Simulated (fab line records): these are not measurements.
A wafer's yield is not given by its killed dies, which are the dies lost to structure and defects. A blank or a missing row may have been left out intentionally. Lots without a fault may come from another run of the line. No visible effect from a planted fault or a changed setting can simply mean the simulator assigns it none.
Matching of chambers    flow n5_finfet    N5_BEOL_M1_CO_CAP_55 on cvd_co-02: 3 sister chambers
The step material Co, precursor CCTBA/H2, target thk 2 nm, time 102.1 s. 6 wafers are shown with their chamber, then 12 later ones without.

## WAFERS PAIRED WITH THEIR CHAMBERS
wafer   chamber  heater_power_w (W)
L087.2  1        243
L088.2  2        264
L088.3  1        244
L089.1  2        258
L089.3  0        260
L089.4  0        255

## WAFERS MISSING THEIR CHAMBER
wafer   heater_power_w (W)
L091.3  262
L091.4  262
L091.6  248
L090.2  269
L090.3  242
L090.5  260
L096.2  256
L096.3  255
L096.5  257
L097.2  263
L097.4  263
L097.5  256

## WHICH CHAMBER EACH WENT THROUGH
wafer   from the rows above      in truth
L091.3  can't be placed: 2 or 0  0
L091.4  can't be placed: 2 or 0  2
L091.6  can't be placed: 1 or 0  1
L090.2  can't be placed: 2 or 0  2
L090.3  1                        1
L090.5  can't be placed: 2 or 0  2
L096.2  can't be placed: 0 or 2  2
L096.3  can't be placed: 0 or 2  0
L096.5  can't be placed: 0 or 2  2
L097.2  can't be placed: 2 or 0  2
L097.4  can't be placed: 2 or 0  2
L097.5  can't be placed: 0 or 2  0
Placed correctly: 1 of 12. These rows do not allow placing 11 (true chamber among the candidates in 11). Number placed wrongly: 0.
How it was worked out, from the rows above alone: a wafer's distance from a chamber is the root of the sum, over the readings, of the square of ((its reading less the chamber's mean) divided by the reading's scatter). The wafer belongs to the nearest chamber; if the next one is less than 2 further off, it can't be placed. The mean given for a chamber averages the wafers shown for that chamber. The scatter: take each reading less its chamber's mean, square it, sum over the shown wafers, divide by the number of wafers less the number of chambers, and take the root.
